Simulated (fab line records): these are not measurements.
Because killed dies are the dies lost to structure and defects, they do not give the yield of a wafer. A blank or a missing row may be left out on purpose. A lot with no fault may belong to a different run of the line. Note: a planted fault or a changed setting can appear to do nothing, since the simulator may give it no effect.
Split-lot study | flow n5_finfet | 7 lots, 18 wafers read, on a route of 1938 steps

## ON THE SPLIT
At N5_BEOL_M0_SPUTTER_134 (material Cu, target thk 4 nm, time 7.37 s), the setting time_s was moved away from the recipe's 7.37 s on 4 of the 18 wafers read, by -5.8% to +12.4%. All remaining wafers had this setting at the recipe value.

The reading is taken at the split's own step.

## THE READING
Cu_of_BEOL_M0_SPUTTER_134.thk_nm (the simulator's own value, which no gauge read), in nm, at N5_BEOL_M0_SPUTTER_134 (material Cu, target thk 4 nm, time 7.37 s). There is no usual value for it anywhere in the file. Here, 14 wafers ran the recipe; their average is 4.0 nm with a standard deviation of 0.12 nm.

wafer  | tool, chamber at the split | time_s as run, s | against the recipe | Cu_of_BEOL_M0_SPUTTER_134.thk_nm, nm | against lot-mates on the recipe
L076.2 | pvd_sputter-01, -          | 7.37             | recipe             | 4                                    | -
L076.3 | pvd_sputter-01, -          | 7.37             | recipe             | 4.2                                  | -
L076.6 | pvd_sputter-01, -          | 7.37             | recipe             | 4.2                                  | -
L077.1 | pvd_sputter-03, -          | 8.286            | +12.4%             | 4.6                                  | +0.6
L077.3 | pvd_sputter-03, -          | 8.286            | +12.4%             | 4.6                                  | +0.6
L077.5 | pvd_sputter-03, -          | 7.37             | recipe             | 4                                    | -
L089.1 | pvd_sputter-01, -          | 6.943            | -5.8%              | 3.6                                  | -0.4
L089.4 | pvd_sputter-01, -          | 7.37             | recipe             | 4                                    | -
L089.5 | pvd_sputter-01, -          | 7.37             | recipe             | 4                                    | -
L090.3 | pvd_sputter-02, -          | 7.37             | recipe             | 4.2                                  | -
L090.6 | pvd_sputter-02, -          | 6.994            | -5.1%              | 3.8                                  | -0.4
L095.1 | pvd_sputter-01, -          | 7.37             | recipe             | 4                                    | -
L095.2 | pvd_sputter-01, -          | 7.37             | recipe             | 3.8                                  | -
L094.2 | pvd_sputter-03, -          | 7.37             | recipe             | 4                                    | -
L094.3 | pvd_sputter-03, -          | 7.37             | recipe             | 4                                    | -
L097.4 | pvd_sputter-01, -          | 7.37             | recipe             | 4                                    | -
L097.6 | pvd_sputter-01, -          | 7.37             | recipe             | 4                                    | -
L097.5 | pvd_sputter-01, -          | 7.37             | recipe             | 3.8                                  | -

FIT RESULTS
A straight line over all 18 wafers: Cu_of_BEOL_M0_SPUTTER_134.thk_nm changes by +0.0493 nm for each +1% of time_s; r = +0.90; the points scatter about the line by 0.12 nm.
The same after taking each lot's own level away (the mean of its wafers on the recipe; 18 wafers): +0.053 nm for each +1%; r = +0.95; scatter 0.079 nm.
On that fit, the largest move of time_s shifts the reading by 0.66 nm.
From 3.90 to 4.20 nm: that is the span of the lots' own levels, equal to 2.5 times the standard deviation above.
So the lot-to-lot level changes the slope little: the two slopes agree.
Check: for one of the wafers moved furthest among these (+12.4%), held out of the fit, the line's prediction against its lot-mates is +0.671 nm. Against them it came out at +0.6 nm.

## OTHER SPLITS ON THESE WAFERS
Note: prior to the reading, these wafers also went through further splits. Each is held against what the fit with the lots' levels taken away leaves over:
other split on the same wafers         | wafers away from the commonest value | r with Cu_of_BEOL_M0_SPUTTER_134.thk_nm (lot level and that fit taken away)
N5_SD_EPI_P_EPI_21 temp_c              | 6                                    | -0.06
N5_ILD0_CMP_12 down_force_psi          | 3                                    | +0.16
N5_HKMG_FIN_ETCH_31 bias_w             | 8                                    | -0.11
N5_GATE_CUT_COAT_35 spin_rpm           | 6                                    | +0.17
N5_GATE_CUT_COAT_27 temp_c             | 8                                    | -0.24
N5_MOL_CONTACT_COAG_ETCH_110 bias_w    | 7                                    | +0.26
N5_MOL_CONTACT_COAG_ALD_131 ald_cycles | 3                                    | -0.41
N5_MOL_CONTACT_COAG_ETCH_91 source_w   | 5                                    | +0.11
N5_BEOL_M0_SAQP_PECVD_96 time_s        | 3                                    | +0.14
N5_BEOL_M0_SAQP_COAT_82 time_s         | 4                                    | +0.01

## THE FILE'S OWN FIT
Cu_of_BEOL_M0_SPUTTER_134.thk_nm changes by +0.0545 nm for each +1% of time_s, r = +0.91.
